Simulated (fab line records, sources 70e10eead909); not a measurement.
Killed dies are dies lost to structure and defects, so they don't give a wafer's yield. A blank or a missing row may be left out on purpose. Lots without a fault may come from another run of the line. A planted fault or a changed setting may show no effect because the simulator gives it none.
Which tool did it? | flow nand_harc | 14 lots, 42 wafers sampled, at 5 steps of a route of 1159

WHAT THE GAUGES READ, wafer by wafer
NHARC_THIN_TSV_CD_MEAS_37.
lot  | measured     | on        | cd_nm (nm)
L746 | day 19 04:02 | cd_sem-03 | 5004 5004 5001
L747 | day 19 02:26 | cd_sem-02 | 5005 5004 4998
L751 | day 19 10:10 | cd_sem-01 | 5002 5000 4998
L750 | day 20 16:06 | cd_sem-02 | 4997 5002 4999
L754 | day 21 02:58 | cd_sem-02 | 5003 5000 5004
L756 | day 22 03:56 | cd_sem-01 | 5002 5000 4999
L759 | day 22 07:16 | cd_sem-01 | 5005 5009 5007
L762 | day 23 09:49 | cd_sem-01 | 4999 5003 5002
L760 | day 22 20:17 | cd_sem-02 | 5004 5002 5005
L763 | day 23 13:17 | cd_sem-01 | 5006 5009 5007
L765 | day 23 20:52 | cd_sem-03 | 5001 5001 4999
L766 | day 24 07:33 | cd_sem-02 | 4997 5004 4999
L768 | day 24 15:31 | cd_sem-03 | 5003 5004 5005
L769 | day 24 13:17 | cd_sem-03 | 5001 4998 5003

NHARC_END_SORT_01.
lot  | measured     | on        | killed_at_array | killed_at_other | killed_at_periphery | killed_dies | killed_open | killed_short
L754 | day 21 11:10 | prober-01 | 113 122 73      | 0 1 0           | 1 0 0               | 114 123 73  | 3 3 2       | 2 2 3
L756 | day 22 11:32 | prober-01 | 100 45 76       | 1 0 2           | 5 2 1               | 106 47 79   | 1 3 4       | 0 1 2

WHICH TOOL RAN EACH LOT (tool, then ch and the chambers of the sampled wafers, then the start)
lot  | NHARC_A_STAIRCASE_STRIP_148         | NHARC_THIN_TSV_DEP_47           | NHARC_THIN_TSV_PVD_51
L746 | wet_bench-07 ch 2,4,7, day 10 22:29 | pecvd-02 ch 0,1,2, day 18 22:25 | pvd_sputter-03, day 19 04:02 or earlier
L747 | wet_bench-09 ch 0,5,6, day 10 22:46 | pecvd-02 ch 0,1, day 18 20:18   | pvd_sputter-01, day 19 02:26 or earlier
L751 | wet_bench-09 ch 0,5,7, day 11 19:16 | pecvd-02 ch 0,1,2, day 19 04:28 | pvd_sputter-02, day 19 10:10 or earlier
L750 | wet_bench-09 ch 1,3,4, day 12 03:44 | pecvd-02 ch 0,1,2, day 20 10:41 | pvd_sputter-02, day 20 16:06 or earlier
L754 | wet_bench-09 ch 0,3,5, day 12 21:01 | pecvd-02 ch 0,1,2, day 20 21:08 | pvd_sputter-02, day 21 02:58 or earlier
L756 | wet_bench-09 ch 3,5,7, day 14 01:34 | pecvd-02 ch 0,1,2, day 21 22:26 | pvd_sputter-01, day 22 03:56 or earlier
L759 | wet_bench-04 ch 1,2,5, day 14 04:03 | pecvd-02 ch 0,1,2, day 22 01:46 | pvd_sputter-03, day 22 07:16 or earlier
L762 | wet_bench-07 ch 2,4,7, day 14 16:03 | pecvd-01 ch 0,1, day 23 04:08   | pvd_sputter-02, day 23 09:49 or earlier
L760 | wet_bench-04 ch 2,6,7, day 14 16:12 | pecvd-03 ch 0,1,2, day 22 14:47 | pvd_sputter-02, day 22 20:17 or earlier
L763 | wet_bench-04 ch 2,6,7, day 15 01:09 | pecvd-03 ch 0,1, day 23 07:49   | pvd_sputter-03, day 23 13:17 or earlier
L765 | wet_bench-04 ch 2,3,6, day 15 11:24 | pecvd-03 ch 0,1,2, day 23 14:42 | pvd_sputter-01, day 23 20:52 or earlier
L766 | wet_bench-07 ch 0,4,7, day 16 01:24 | pecvd-01 ch 0,1,2, day 24 01:49 | pvd_sputter-01, day 24 07:33 or earlier
L768 | wet_bench-04 ch 3,4,5, day 16 14:07 | pecvd-03 ch 0,1,2, day 24 10:02 | pvd_sputter-02, day 24 15:31 or earlier
L769 | wet_bench-04 ch 0,2,5, day 16 21:05 | pecvd-03 ch 0,1,2, day 24 07:38 | pvd_sputter-02, day 24 13:17 or earlier
- NHARC_A_STAIRCASE_STRIP_148: strips in SPM, time 900 s.
- NHARC_THIN_TSV_DEP_47: deposits SiO2, target thk 200 nm.
- NHARC_THIN_TSV_PVD_51: deposits Cu, target thk 100 nm.

WHAT THE TOOLS THEMSELVES READ (means of the sampled wafers that have a number; where no wafer has one, the mark that the record gives instead)
NHARC_A_STAIRCASE_STRIP_148.
lot  | tool         | bath_guard_temp_C (C)
L746 | wet_bench-07 | 129.7
L747 | wet_bench-09 | 130.1
L751 | wet_bench-09 | 129.6
L750 | wet_bench-09 | 130.8
L754 | wet_bench-09 | 129.9
L756 | wet_bench-09 | 130.2
L759 | wet_bench-04 | 130.5
L762 | wet_bench-07 | 129.7
L760 | wet_bench-04 | 130.5
L763 | wet_bench-04 | 130.4
L765 | wet_bench-04 | 130.2
L766 | wet_bench-07 | 130.4
L768 | wet_bench-04 | 129.5
L769 | wet_bench-04 | 130.0

NHARC_THIN_TSV_DEP_47.
lot  | tool     | throttle_valve_pct (%)
L746 | pecvd-02 | 16.1
L747 | pecvd-02 | 16.1
L751 | pecvd-02 | 16.2
L750 | pecvd-02 | 16.1
L754 | pecvd-02 | 16.2
L756 | pecvd-02 | 16.1
L759 | pecvd-02 | 16.3
L762 | pecvd-01 | 15.9
L760 | pecvd-03 | 16.1
L763 | pecvd-03 | 16.1
L765 | pecvd-03 | 16.0
L766 | pecvd-01 | 16.2
L768 | pecvd-03 | 16.0
L769 | pecvd-03 | 16.2

NHARC_THIN_TSV_PVD_51.
lot  | tool           | chamber_pressure_pa (Pa) | throttle_valve_pct (%)
L746 | pvd_sputter-03 | 5.003                    | 31.2
L747 | pvd_sputter-01 | 5.002                    | 30.4
L751 | pvd_sputter-02 | 5.003                    | 29.1
L750 | pvd_sputter-02 | 4.999                    | 29.8
L754 | pvd_sputter-02 | 5.008                    | 29.9
L756 | pvd_sputter-01 | 4.997                    | 30.9
L759 | pvd_sputter-03 | 4.999                    | 29.9
L762 | pvd_sputter-02 | 5.006                    | 29.7
L760 | pvd_sputter-02 | 5.006                    | 29.3
L763 | pvd_sputter-03 | 5.004                    | 29.8
L765 | pvd_sputter-01 | 5.006                    | 29.9
L766 | pvd_sputter-01 | 5.006                    | 29.7
L768 | pvd_sputter-02 | 5.014                    | 29.1
L769 | pvd_sputter-02 | 5.003                    | 29.2

THE ANSWER, worked out from the rows above alone
Rule: what is usual is taken from the lots themselves. Put in order of their means at a reading, lots are off if they are a third of the lots or fewer, leave a main group of 4 or more, and stand apart from it by a gap of 3 or more times the standard deviation of the main group's means; of several such gaps the widest counts. A main group whose means are all the same, to the digits that the tables above print for the reading, isn't used. A lot without any number at a reading at which 4 lots or more have one is off too. The other lots that the step has rows for count as sound. The gauges are gone through in route order, then the tools' own readings, and for those a lot's mean is taken as printed above. The first step at which some lot is off is used, and at that step the reading that is off furthest; a lot without a number counts as furthest.
No lot is off at any reading shown: from this, nothing can be told.

WHAT THE SIMULATOR HAD PUT IN
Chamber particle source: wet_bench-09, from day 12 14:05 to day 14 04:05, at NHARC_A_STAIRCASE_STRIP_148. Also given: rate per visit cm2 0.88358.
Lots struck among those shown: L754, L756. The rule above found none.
